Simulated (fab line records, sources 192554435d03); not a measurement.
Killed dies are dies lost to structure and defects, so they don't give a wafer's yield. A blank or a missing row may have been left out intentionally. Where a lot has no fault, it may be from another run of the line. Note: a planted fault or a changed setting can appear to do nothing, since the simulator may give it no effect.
Chamber matching :: flow n5Finfet :: cvdCo-01 running N5_BEOL_M2_CVD_47: 3 sister chambers
The step deposits Co from CCTBA/H2, target thk 3 nm, time 223.8 s. 3 wafers are shown with their chamber, then 6 later ones without.

## WAFERS PAIRED WITH THEIR CHAMBERS
wafer: L319.1
chamber: 2
runLengthS (s): 246.0

wafer: L319.3
chamber: 0
runLengthS (s): 246.7

wafer: L319.4
chamber: 1
runLengthS (s): 247.1

## WAFERS WITH NO CHAMBER GIVEN
wafer: L322.2
runLengthS (s): 245.9

wafer: L322.5
runLengthS (s): 246.6

wafer: L322.6
runLengthS (s): 246.2

wafer: L323.2
runLengthS (s): 245.4

wafer: L323.4
runLengthS (s): 247.1

wafer: L323.5
runLengthS (s): 246.4

## CHAMBER TAKEN BY EACH
wafer: L322.2
from the rows above: 2
in truth: 2

wafer: L322.5
from the rows above: can't be placed: 0 or 1 or 2
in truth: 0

wafer: L322.6
from the rows above: can't be placed: 2 or 0
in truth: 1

wafer: L323.2
from the rows above: 2
in truth: 2

wafer: L323.4
from the rows above: can't be placed: 1 or 0
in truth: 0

wafer: L323.5
from the rows above: can't be placed: 0 or 2 or 1
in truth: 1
Correctly placed: 2 of 6. Can't be placed from these rows: 4 (the true chamber is among the candidates in 3). Placed wrongly: 0.
How it was worked out, from the rows above alone: a wafer's distance from a chamber is the root of the sum, over the readings, of the square of ((its reading less the chamber's mean) divided by the reading's scatter). The wafer belongs to the nearest chamber; if the next one is less than 2 further off, it can't be placed. The mean given for a chamber averages the wafers shown for that chamber. The scatter (one wafer shown for each chamber): square how far every hidden wafer sits from the nearest shown wafer, average those squares and take the square root.
